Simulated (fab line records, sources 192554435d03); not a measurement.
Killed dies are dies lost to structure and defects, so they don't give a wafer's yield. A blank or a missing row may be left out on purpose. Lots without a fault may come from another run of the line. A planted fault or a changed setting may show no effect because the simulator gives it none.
fab line records | flow n5_finfet
record lots=15 wafers=45 last_day=18
route steps=1938 shown HKMG_FIN@457 GATE_CUT@477
lots that met no fault: from a run of the same line without faults
start_h: hours from the record's first day to the start of the lot's first wafer shown | wait_h: hours since the lot's step before | " the same as in the row above | L1.1+2: a row that stands for several wafers | - no value, or no start given | * or withheld: withheld | < > ~ a bound
route shown NAME@n: a module of which the file shows steps, and the number in the route of the first | usual: mean/standard deviation of fault-free wafers | same: alike in all rows | chamber/n: place in a boat | sites: the reading at each site | _std_site: their standard deviation | _edge_site: outer sites' mean less inner sites' | radius_mm: how far each site lies from the wafer's centre | mask NAME#n: copy n | behind: the tool/chamber that last shaped the wafer | hold: why the lot was held/for how many hours/how that ended | device: the transistor (n, p or np) that didn't switch | end of line: the same wafers' tests at the end of the route | a step without rows: its recipe alone | killed: dies lost to structure and defects at the first sort, not the wafer's yield | map: a wafer's dies, x killed, . not, _ none there
set.NAME: the setting as run; set.NAME@STEP: as run at that earlier step | model.NAME: the simulator's own value behind a step, which no gauge read
steps of the route over a sample of lots; a table a step, a row a wafer
services: from which hour (start_h, from the record's first day; less than 0 if before it) a tool's chamber was out of use, for how many hours, and why
## steps
# step N5_HKMG_FIN_ALD_72
# recipe material=W target_thk_a=20 temp_c=300 pressure_torr=7.5 ald_precursor_family=WF6 ald_co_reactant=B2H6 pulse_time_s=1 purge_time_s=2 co_reactant_purge_time_s=2 co_reactant_pulse_time_s=3 ald_cycles=7
# usual heater_power_w=492/64 precursor_pulse_height_rel=1.001/0.02
# columns lot.wafer tool chamber start_h wait_h heater_power_w precursor_pulse_height_rel
L798.3 cvd_w-02 1 108.65 0.2 526 0.968
L798.4 " 0 " " 460 0.987
L798.6 " 0 " " 455 1.007
L799.2 cvd_w-01 1 110.74 0.2 388 1.008
L799.3 " 0 " " 559 1.025
L799.4 " 1 " " 399 1.020
L800.2 cvd_w-02 0 117.11 0.2 463 0.972
L800.5 " 1 " " 526 0.975
L800.6 " 0 " " 479 1.009
L801.1 cvd_w-01 0 123.76 0.2 572 1.013
L801.4 " 1 " " 393 0.991
L801.5 " 1 " " 398 0.994
L802.1 cvd_w-01 0 131.21 0.2 563 1.043
L802.3 " 1 " " 387 1.026
L802.4 " 0 " " 568 0.977
L804.2 cvd_w-02 0 141.91 0.2 472 0.994
L804.3 " 0 " " 477 1.001
L804.5 " 0 " " 470 1.034
L805.2 cvd_w-02 1 148.93 0.2 535 1.007
L805.3 " 0 " " 477 1.002
L805.4 " 1 " " 515 0.977
L806.1 cvd_w-02 1 157.49 0.2 523 0.994
L806.5 " 1 " " 530 0.982
L806.6 " 0 " " 480 0.986
L807.1 cvd_w-02 1 160.28 0.2 535 0.977
L807.3 " 0 " " 453 1.012
L807.6 " 1 " " 515 1.000
L808.1 cvd_w-01 0 166.55 0.2 560 0.996
L808.5 " 1 " " 396 0.967
L808.6 " 0 " " 565 0.977
L810.1 cvd_w-01 0 176.18 0.2 558 0.974
L810.3 " 0 " " 579 1.000
L810.4 " 1 " " 397 0.988
L811.1 cvd_w-01 1 184.53 0.2 390 1.027
L811.2 " 0 " " 577 1.018
L811.3 " 0 " " 574 0.985
L812.1 cvd_w-02 1 187.26 0.2 535 1.018
L812.4 " 1 " " 527 0.995
L812.6 " 1 " " 533 0.978
L816.1 cvd_w-01 0 210.56 0.2 589 1.011
L816.2 " 1 " " 385 0.986
L816.4 " 0 " " 548 1.011
L817.2 cvd_w-01 1 221.84 0.2 389 1.036
L817.3 " 1 " " 390 0.987
L817.5 " 0 " " 575 1.007
# step N5_GATE_CUT_HM_DEP_46
# recipe material=SiO2 target_thk_a=1300 temp_c=400 precursor=TEOS/O2 pressure_torr=6.5 rf_w=900 teos_flow_sccm=161.4 gas=O2 flow_sccm=2650 time_s=26.6
# usual heater_power_w=599/97 showerhead_plenum_p_Torr=8.34/0.044 throttle_valve_pct=18.7/0.98
# columns lot.wafer tool chamber start_h wait_h heater_power_w showerhead_plenum_p_Torr throttle_valve_pct
L798.3 pecvd-03 1 112.76 0.0 766 8.27 19.5
L798.4 " 0 " " 766 8.39 19.7
L798.6 " 2 " " 517 8.37 17.6
L799.2 pecvd-02 1 115.20 0.0 444 8.35 19.7
L799.3 " 2 " " 506 8.35 19.2
L799.4 " 1 " " 460 8.36 19.9
L800.2 pecvd-03 1 122.49 0.0 596 8.27 19.4
L800.5 " 1 " " 604 8.28 19.3
L800.6 " 0 " " 643 8.37 20.1
L801.1 pecvd-03 0 127.89 0.0 636 8.39 20.0
L801.4 " 2 " " 405 8.36 17.4
L801.5 " 1 " " 698 8.27 19.6
L802.1 pecvd-04 2 135.37 0.0 508 8.31 17.0
L802.3 " 1 " " 630 8.32 18.8
L802.4 " 0 " " 586 8.37 18.5
L804.2 pecvd-04 1 146.30 0.0 629 8.33 18.3
L804.3 " 0 " " 645 8.40 18.3
L804.5 " 0 " " 691 8.38 18.4
L805.2 pecvd-02 2 153.35 0.0 527 8.38 19.1
L805.3 " 0 " " 605 8.38 18.6
L805.4 " 0 " " 629 8.38 18.5
L806.1 pecvd-04 1 161.61 0.0 650 8.33 18.6
L806.5 " 2 " " 585 8.30 17.2
L806.6 " 0 " " 670 8.38 18.0
L807.1 pecvd-02 0 164.63 0.0 634 8.39 18.6
L807.3 " 2 " " 534 8.38 19.2
L807.6 " 0 " " 626 8.36 18.4
L808.1 pecvd-03 1 170.68 0.0 747 8.26 19.5
L808.5 " 0 " " 807 8.37 19.7
L808.6 " 2 " " 487 8.35 17.8
L810.1 pecvd-04 2 180.31 0.0 537 8.30 17.3
L810.3 " 1 " " 652 8.33 18.5
L810.4 " 2 " " 541 8.32 17.3
L811.1 pecvd-03 1 189.81 0.0 630 8.27 19.7
L811.2 " 0 " " 634 8.41 19.8
L811.3 " 2 " " 405 8.38 17.4
L812.1 pecvd-03 2 191.98 0.0 515 8.38 17.7
L812.4 " 1 " " 729 8.27 19.7
L812.6 " 0 " " 754 8.41 20.0
L816.1 pecvd-03 0 214.90 0.0 655 8.38 19.9
L816.2 " 1 " " 734 8.26 19.6
L816.4 " 1 " " 771 8.27 19.6
L817.2 pecvd-02 1 226.23 0.0 441 8.34 20.0
L817.3 " 0 " " 520 8.37 18.6
L817.5 " 0 " " 528 8.37 18.7
# step N5_GATE_CUT_DEVELOP_12
# recipe develop_time_s=30 developer=TMAH resist=CAR-EUV rinse_liquid=surfactant_rinse dry=air_spin dev_temp_c=23
# usual chill_plate_temp_C=23.00/0.091 develop_time_s=30/0
# columns lot.wafer tool chamber start_h wait_h chill_plate_temp_C develop_time_s
L798.3 litho_track-03 0 113.17 - 22.91 30
L798.4 " 0 " " 22.84 30
L798.6 " 0 " " 22.84 30
L799.2 litho_track-04 0 115.48 - 23.00 30
L799.3 " 0 " " 23.13 30
L799.4 " 0 " " 22.84 30
L800.2 litho_track-03 0 122.77 - 23.01 30
L800.5 " 0 " " 23.04 30
L800.6 " 0 " " 23.20 30
L801.1 litho_track-04 0 128.16 - 22.92 30
L801.4 " 0 " " 22.91 30
L801.5 " 0 " " 22.91 30
L802.1 litho_track-03 0 135.65 - 23.07 30
L802.3 " 0 " " 22.91 30
L802.4 " 0 " " 22.99 30
L804.2 litho_track-01 0 146.63 - 22.87 30
L804.3 " 0 " " 22.96 30
L804.5 " 0 " " 22.98 30
L805.2 litho_track-03 0 153.63 - 23.06 30
L805.3 " 0 " " 23.10 30
L805.4 " 0 " " 23.16 30
L806.1 litho_track-04 0 161.89 - 22.93 30
L806.5 " 0 " " 23.18 30
L806.6 " 0 " " 22.97 30
L807.1 litho_track-03 0 168.85 - 22.92 30
L807.3 " 0 " " 23.11 30
L807.6 " 0 " " 23.13 30
L808.1 litho_track-03 0 170.99 - 22.88 30
L808.5 " 0 " " 22.95 30
L808.6 " 0 " " 22.92 30
L810.1 litho_track-01 - 180.58 - - -
L810.3 " - " " - -
L810.4 " - " " - -
L811.1 litho_track-03 - 190.09 - - -
L811.2 " - " " - -
L811.3 " - " " - -
L812.1 litho_track-04 - 192.26 - - -
L812.4 " - " " - -
L812.6 " - " " - -
L816.1 litho_track-03 0 215.30 - 22.86 30
L816.2 " 0 " " 23.06 30
L816.4 " 0 " " 23.11 30
L817.2 litho_track-01 0 226.66 - 22.89 30
L817.3 " 0 " " 22.95 30
L817.5 " 0 " " 22.96 30
# step N5_GATE_CUT_STRIP_41
# recipe chemistry=CF4 resist=SiARC power_w=300 bias_power_w=75 pressure_mtorr=50 cf4_flow_sccm=150 rf_frequency_hz=6e+07
# usual drypump_motor_current_A=5.6/0.44 oes_product_au=0.185/0.022 rf_vpp_V=271.1/1.6 showerhead_plenum_p_Torr=1.79/0.072 throttle_valve_pct=13.65/0.18
# columns lot.wafer tool chamber start_h wait_h drypump_motor_current_A oes_product_au rf_hours_counter_h rf_vpp_V showerhead_plenum_p_Torr throttle_valve_pct
L798.3 rie_diel-04 2 113.57 0.0 6.2 0.210 17 272.7 1.92 13.74
L798.4 " 1 " " 5.1 0.170 202 270.0 1.76 13.69
L798.6 " 0 " " 4.8 0.161 - 270.2 1.69 13.83
L799.2 rie_diel-05 3 115.93 0.0 5.9 0.205 25 273.8 1.90 13.31
L799.3 " 1 " " 6.3 0.158 178 270.9 1.78 13.80
L799.4 " 2 " " 5.5 0.199 69 271.7 1.75 13.55
L800.2 rie_diel-04 2 123.56 0.0 6.2 0.205 20 272.6 1.92 13.73
L800.5 " 1 " " 5.2 0.166 - 270.6 1.76 13.69
L800.6 " 0 " " 4.8 0.152 - 270.3 1.69 13.83
L801.1 rie_diel-04 2 128.68 0.0 6.2 0.207 22 274.1 1.91 13.72
L801.4 " 3 " " 6.2 0.188 105 269.7 1.72 13.67
L801.5 " 2 " " 6.1 0.205 - 275.3 1.91 13.74
L802.1 rie_diel-05 3 136.06 0.0 5.9 0.207 31 272.6 1.90 13.32
L802.3 " 0 " " 5.4 0.166 213 269.0 1.71 13.77
L802.4 " 1 " " 6.3 0.166 184 271.7 1.78 13.82
L804.2 rie_diel-05 2 147.04 0.0 5.5 0.193 79 270.0 1.75 13.57
L804.3 " 3 " " 5.9 0.200 35 274.5 1.90 13.33
L804.5 " 3 " " 5.9 0.200 - 274.1 1.90 13.34
L805.2 rie_diel-02 0 154.03 0.0 5.7 0.165 180 271.5 1.78 13.80
L805.3 " 1 " " 5.1 0.224 2 271.0 1.78 13.55
L805.4 " 1 " " 5.1 0.223 - 269.3 1.78 13.56
L806.1 rie_diel-02 3 162.30 0.0 5.7 0.215 16 270.4 1.76 13.41
L806.5 " 2 " " 5.8 0.197 - 271.9 1.91 13.43
L806.6 " 1 " " 5.0 0.212 - 270.6 1.78 13.55
L807.1 rie_diel-05 0 169.31 0.0 5.4 0.160 221 269.2 1.71 13.78
L807.3 " 1 " " 6.3 0.164 193 271.5 1.78 13.84
L807.6 " 2 " " 5.5 0.186 - 270.7 1.75 13.58
L808.1 rie_diel-02 2 171.63 0.0 5.8 0.212 29 273.3 1.91 13.45
L808.5 " 3 " " 5.7 0.211 - 270.3 1.75 13.43
L808.6 " 0 " " 5.7 0.160 - 271.6 1.78 13.82
L810.1 rie_diel-02 1 180.99 0.0 5.1 0.218 7 271.2 1.78 13.58
L810.3 " 2 " " 5.8 0.201 30 271.8 1.91 13.44
L810.4 " 3 " " 5.7 0.214 20 270.8 1.75 13.41
L811.1 rie_diel-05 2 190.53 0.0 5.5 0.184 92 269.5 1.74 13.61
L811.2 " 1 " " 6.3 0.162 201 270.9 1.78 13.86
L811.3 " 0 " " 5.4 0.159 229 268.6 1.71 13.80
L812.1 rie_diel-02 0 192.68 0.0 5.7 0.169 191 271.7 1.78 13.84
L812.4 " 1 " " 5.1 0.208 12 269.7 1.78 13.58
L812.6 " 2 " " 5.8 0.205 - 273.1 1.91 13.46
L816.1 rie_diel-02 0 215.77 0.0 5.7 0.167 199 272.0 1.77 13.84
L816.2 " 2 " " 5.8 0.197 43 273.5 1.90 13.47
L816.4 " 3 " " 5.7 0.208 32 271.2 1.75 13.45
L817.2 rie_diel-05 2 227.06 0.0 5.5 0.180 97 268.6 1.74 13.64
L817.3 " 3 " " 5.9 0.198 53 273.0 1.89 13.38
L817.5 " 1 " " 6.3 0.163 - 271.7 1.78 13.87
## services
# columns tool chamber start_h hours kind
cvd_w-02 0 86.09 2.5 repair
cvd_w-02 1 89.08 3.8 repair
pecvd-02 - 104.86 0.8 repair
cvd_w-02 - 107.35 0.8 repair
rie_diel-02 - 110.04 15.6 pm
cvd_w-01 - 111.57 0.7 repair
pecvd-02 1 119.52 2.1 scheduled_down
rie_diel-02 1 126.64 - clean
rie_diel-02 1 126.64 - consumable_replace:focus_ring
rie_diel-02 1 126.64 20.7 scheduled_down
rie_diel-02 1 126.64 20.7 vent_cycle
pecvd-03 1 132.31 3.7 repair
rie_diel-04 3 138.80 6.5 repair
rie_diel-02 2 146.85 7.3 repair
pecvd-02 - 149.95 0.2 repair
pecvd-03 2 154.16 5.0 repair
pecvd-02 - 163.60 0.6 repair
rie_diel-02 - 174.45 5.9 repair
cvd_w-02 1 177.38 7.0 repair
pecvd-02 - 181.91 2.8 pm
cvd_w-02 0 196.14 1.7 repair
litho_track-03 - 197.49 - consumable_replace:filter
rie_diel-05 - 207.71 14.6 pm
pecvd-03 1 214.97 2.1 scheduled_down
## key
first_sign step=N5_GATE_CUT_DEVELOP_12 reading=tool_record direction=missing
effect none on later readings
met_at N5_GATE_CUT_DEVELOP_12
struck_lots L810,L811,L812
later_rows_left_out L810.1,L810.3,L810.4,L811.1,L811.2,L811.3,L812.1,L812.4,L812.6
sort_left_out L810.1,L810.3,L810.4,L811.1,L811.2,L811.3,L812.1,L812.4,L812.6
not_acting_at N5_HKMG_FIN_ALD_72,N5_GATE_CUT_HM_DEP_46,N5_GATE_CUT_STRIP_41
onset_between 170.99 180.58
fault kind=skipped_step_whole tool=litho_track-01,litho_track-03,litho_track-04 chamber=- onset_h=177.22 steps=N5_GATE_CUT_DEVELOP_12 scope=struck_lots_only
# sort_left_out: the simulated sort isn't trusted on such a fault, so these wafers' sort isn't shown, and their yield isn't known
# later_rows_left_out: the simulator's readings of these wafers behind a module that went badly wrong aren't trusted and aren't shown, but for the sort
